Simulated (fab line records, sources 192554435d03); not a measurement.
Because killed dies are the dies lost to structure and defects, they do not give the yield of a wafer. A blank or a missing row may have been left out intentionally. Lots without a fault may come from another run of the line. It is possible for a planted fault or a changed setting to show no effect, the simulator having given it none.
Which of the tools did it? | flow n5-finfet | 27 wafers from 9 lots sampled at 5 of the route's 1938 steps

== WHAT THE GAUGES READ, wafer by wafer ==
N5_BEOL_M3_OCD_MEAS_38.
lot  | measured     | on     | trench-depth-nm (nm)
L822 | day 8 09:28  | ocd-02 | 55.7 56.2 55.3
L824 | day 8 13:18  | ocd-02 | 55.4 55.6 55.9
L825 | day 8 13:19  | ocd-02 | 55.3 55.6 55.0
L830 | day 11 11:01 | ocd-02 | 55.1 55.7 55.0
L832 | day 12 11:16 | ocd-02 | 56.2 55.0 55.8
L833 | day 12 14:22 | ocd-01 | 56.2 55.4 55.2
L841 | day 14 07:33 | ocd-02 | 53.8 55.2 55.7
L843 | day 14 07:38 | ocd-01 | 55.3 55.7 56.2
L842 | day 14 07:58 | ocd-01 | 54.5 54.8 55.4

N5_BEOL_M4_RC_MEAS_101.
lot  | measured     | on        | CHAIN_V2 (ohm/link) | CHAIN_V2_max_site (ohm/link) | DIBL_N (mV/V)  | DIBL_P (mV/V)  | IOFF_N (nA/um)    | IOFF_P (nA/um)    | ION_N (uA/um) | ION_P (uA/um) | SS_N (mV/dec)  | SS_P (mV/dec)  | VT_N (mV)         | VT_P (mV)
L822 | day 9 04:13  | prober-02 | 219 227 232         | 224 237 239                  | 35.3 34.1 34.1 | 33.7 32.7 33.6 | 0.136 0.125 0.129 | 0.182 0.170 0.179 | 658 659 668   | 455 458 458   | 70.3 70.5 70.8 | 73.0 72.9 72.8 | 255.9 253.4 253.7 | -250 -250 -251
L824 | day 9 10:55  | prober-02 | 234 229 234         | 239 233 247                  | 37.2 37.2 39.4 | 36.1 35.8 38.8 | 0.166 0.158 0.219 | 0.233 0.233 0.279 | 688 691 702   | 471 470 477   | 71.8 71.2 71.9 | 73.2 73.9 74.0 | 247.2 246.0 242.7 | -245 -245 -246
L825 | day 9 09:05  | prober-02 | 241 235 240         | 255 243 248                  | 34.3 35.1 36.7 | 33.1 33.8 35.5 | 0.125 0.132 0.164 | 0.212 0.219 0.256 | 660 673 675   | 468 475 476   | 71.6 71.4 73.2 | 72.4 72.5 72.3 | 254.0 253.4 249.6 | -247 -249 -245
L830 | day 12 19:20 | prober-01 | 226 230 221         | 235 243 233                  | 34.9 36.6 34.6 | 34.7 36.5 34.2 | 0.144 0.170 0.131 | 0.182 0.208 0.178 | 674 669 665   | 460 458 461   | 71.2 71.6 70.7 | 72.9 73.3 72.7 | 250.8 247.6 249.1 | -253 -249 -251
L832 | day 13 02:11 | prober-02 | 227 253 233         | 236 259 237                  | 35.6 36.8 35.9 | 34.4 36.1 35.5 | 0.148 0.175 0.152 | 0.192 0.229 0.214 | 673 687 671   | 458 468 464   | 70.7 71.4 71.7 | 73.2 73.6 73.0 | 250.9 248.2 248.8 | -250 -248 -248
L833 | day 13 17:03 | prober-01 | 242 237 266         | 249 242 276                  | 35.5 36.0 36.7 | 37.1 38.0 38.3 | 0.165 0.177 0.189 | 0.201 0.215 0.210 | 674 673 670   | 460 457 455   | 71.6 71.8 72.2 | 74.1 74.1 74.1 | 248.2 249.4 247.0 | -253 -253 -251
L841 | day 15 15:37 | prober-01 | 236 236 236         | 244 248 239                  | 37.1 37.7 36.9 | 39.1 38.4 38.3 | 0.171 0.176 0.168 | 0.247 0.233 0.222 | 674 675 678   | 463 465 466   | 72.1 72.4 71.7 | 73.3 73.7 73.8 | 249.8 250.0 252.3 | -248 -248 -251
L843 | day 15 15:25 | prober-02 | 240 232 238         | 247 239 243                  | 36.2 36.1 35.8 | 37.2 36.6 36.3 | 0.160 0.153 0.151 | 0.197 0.182 0.179 | 679 676 679   | 461 457 460   | 71.8 71.3 70.9 | 72.2 72.6 72.6 | 248.6 251.2 250.6 | -252 -250 -252
L842 | day 15 22:28 | prober-01 | 231 234 236         | 243 241 245                  | 38.3 37.2 37.2 | 39.0 36.4 36.5 | 0.231 0.193 0.188 | 0.281 0.235 0.234 | 704 689 690   | 477 468 468   | 71.8 71.3 71.6 | 74.7 74.4 73.3 | 242.5 245.3 245.2 | -245 -249 -250

== TOOL THAT RAN EACH LOT (tool first, then ch and the chambers of the sampled wafers, then the start) ==
lot  | N5_BEOL_M3_VIA_ETCH_34             | N5_BEOL_M3_TRENCH_ETCH_37                     | N5_BEOL_M3_ALD_84
L822 | rie-diel-02 ch 0,1,2, day 8 09:13  | rie-diel-02 ch 0,1,2, day 8 09:28 or earlier  | ald-metal-04 ch 1,2,3, day 8 10:03
L824 | rie-diel-02 ch 1,2, day 8 13:02    | rie-diel-02 ch 1,2, day 8 13:18 or earlier    | ald-metal-04 ch 1,2,3, day 8 13:59
L825 | rie-diel-06 ch 1,2,3, day 8 13:02  | rie-diel-06 ch 1,2,3, day 8 13:19 or earlier  | ald-metal-01 ch 1,3, day 8 13:59
L830 | rie-diel-02 ch 0,2,3, day 11 10:46 | rie-diel-02 ch 0,2,3, day 11 11:01 or earlier | ald-metal-03 ch 2,3, day 11 11:23
L832 | rie-diel-03 ch 0,2,3, day 12 11:01 | rie-diel-03 ch 0,2,3, day 12 11:16 or earlier | ald-metal-04 ch 0,1,2, day 12 11:40
L833 | rie-diel-06 ch 0,3, day 12 14:07   | rie-diel-06 ch 0,3, day 12 14:22 or earlier   | ald-metal-04 ch 0,2,3, day 12 14:55
L841 | rie-diel-03 ch 0,1,2, day 14 07:18 | rie-diel-03 ch 0,1,2, day 14 07:33 or earlier | ald-metal-03 ch 0,1,2, day 14 08:17
L843 | rie-diel-06 ch 2,3, day 14 07:22   | rie-diel-06 ch 2,3, day 14 07:38 or earlier   | ald-metal-01 ch 1,2, day 14 08:18
L842 | rie-diel-02 ch 1,2, day 14 07:43   | rie-diel-02 ch 1,2, day 14 07:58 or earlier   | ald-metal-01 ch 1,2,3, day 14 08:30
- N5_BEOL_M3_VIA_ETCH_34: etches the open film in C4F6/O2, target depth 69.4 nm, time 65.9 s.
- N5_BEOL_M3_TRENCH_ETCH_37: etches SiOC in C4F6/O2, target depth 55.555 nm, time 29.2 s.
- N5_BEOL_M3_ALD_84: deposits TaN, pulse time 2 s, purge time 3 s, co reactant purge time 2 s.

== AS READ BY THE TOOLS THEMSELVES (means over the sampled wafers that have a number; for cases with no such wafer, the mark the record gives instead) ==
N5_BEOL_M3_VIA_ETCH_34.
lot  | tool        | bias-w (W) | drypump-motor-current-A (A) | oes-product-au (a.u.) | rf-vpp-V (V) | showerhead-plenum-p-Torr (Torr) | throttle-valve-pct (%)
L822 | rie-diel-02 | 170.0      | 6.0                         | 0.85                  | 663          | 2.89                            | 30.76
L824 | rie-diel-02 | 170.0      | 6.2                         | 0.85                  | 664          | 2.93                            | 30.78
L825 | rie-diel-06 | 169.3      | 5.8                         | 0.71                  | 664          | 2.83                            | 30.90
L830 | rie-diel-02 | 169.9      | 5.8                         | 0.79                  | 661          | 2.83                            | 30.89
L832 | rie-diel-03 | 170.0      | 5.2                         | 0.86                  | 670          | 2.93                            | 30.64
L833 | rie-diel-06 | 170.5      | 5.3                         | 0.75                  | 661          | 2.81                            | 31.03
L841 | rie-diel-03 | 169.5      | 5.3                         | 0.89                  | 670          | 2.90                            | 30.68
L843 | rie-diel-06 | 169.8      | 5.7                         | 0.69                  | 662          | 2.79                            | 30.96
L842 | rie-diel-02 | 169.6      | 6.1                         | 0.75                  | 666          | 2.93                            | 30.83

N5_BEOL_M3_TRENCH_ETCH_37.
lot  | tool        | bias-w (W) | drypump-motor-current-A (A) | oes-product-au (a.u.) | rf-vpp-V (V) | showerhead-plenum-p-Torr (Torr) | throttle-valve-pct (%)
L822 | rie-diel-02 | 184.7      | 6.0                         | 0.86                  | 663          | 2.89                            | 20.79
L824 | rie-diel-02 | 185.0      | 6.2                         | 0.84                  | 664          | 2.93                            | 20.76
L825 | rie-diel-06 | 185.1      | 5.8                         | 0.72                  | 665          | 2.83                            | 21.04
L830 | rie-diel-02 | 185.3      | 5.8                         | 0.79                  | 660          | 2.83                            | 20.99
L832 | rie-diel-03 | 185.4      | 5.2                         | 0.87                  | 671          | 2.93                            | 20.70
L833 | rie-diel-06 | 185.0      | 5.4                         | 0.75                  | 661          | 2.82                            | 21.07
L841 | rie-diel-03 | 185.2      | 5.3                         | 0.89                  | 670          | 2.90                            | 20.72
L843 | rie-diel-06 | 184.8      | 5.7                         | 0.70                  | 661          | 2.79                            | 21.08
L842 | rie-diel-02 | 185.0      | 6.1                         | 0.76                  | 664          | 2.93                            | 20.92

N5_BEOL_M3_ALD_84.
lot  | tool         | chamber-pressure-Torr (Torr) | heater-power-w (W) | precursor-vessel-temp-c (C)
L822 | ald-metal-04 | 3.000                        | 432                | 74.85
L824 | ald-metal-04 | 2.998                        | 434                | 75.06
L825 | ald-metal-01 | 3.003                        | 394                | 75.18
L830 | ald-metal-03 | 2.994                        | 396                | 75.06
L832 | ald-metal-04 | 2.999                        | 417                | 74.97
L833 | ald-metal-04 | 3.002                        | 374                | 74.88
L841 | ald-metal-03 | 2.998                        | 426                | 75.02
L843 | ald-metal-01 | 3.001                        | 406                | 75.01
L842 | ald-metal-01 | 2.996                        | 396                | 74.96

== THE ANSWER, worked out from the rows above alone ==
Rule: usual is defined by the lots themselves. The widest of any qualifying gaps counts: lots, ordered by their means at a reading, are off when they make up no more than a third of the lots, leave a main group of 4 or more, and stand apart from it by 3 or more times the standard deviation of that group's means. A main group is skipped when, at the precision printed for the reading in the tables above, its means are all equal. Also off: a lot with no number at a reading for which 4 or more lots have one. Where the step has rows for the other lots, those lots are counted as sound. The gauges are gone through in route order, then the tools' own readings, and for those a lot's mean is taken as printed above. At the first step where some lot is off, the reading lying furthest off is the one used; lots without a number count as furthest.
No lot is off at any reading shown: from this, nothing can be told.

== WHAT THE SIMULATOR HAD INSERTED ==
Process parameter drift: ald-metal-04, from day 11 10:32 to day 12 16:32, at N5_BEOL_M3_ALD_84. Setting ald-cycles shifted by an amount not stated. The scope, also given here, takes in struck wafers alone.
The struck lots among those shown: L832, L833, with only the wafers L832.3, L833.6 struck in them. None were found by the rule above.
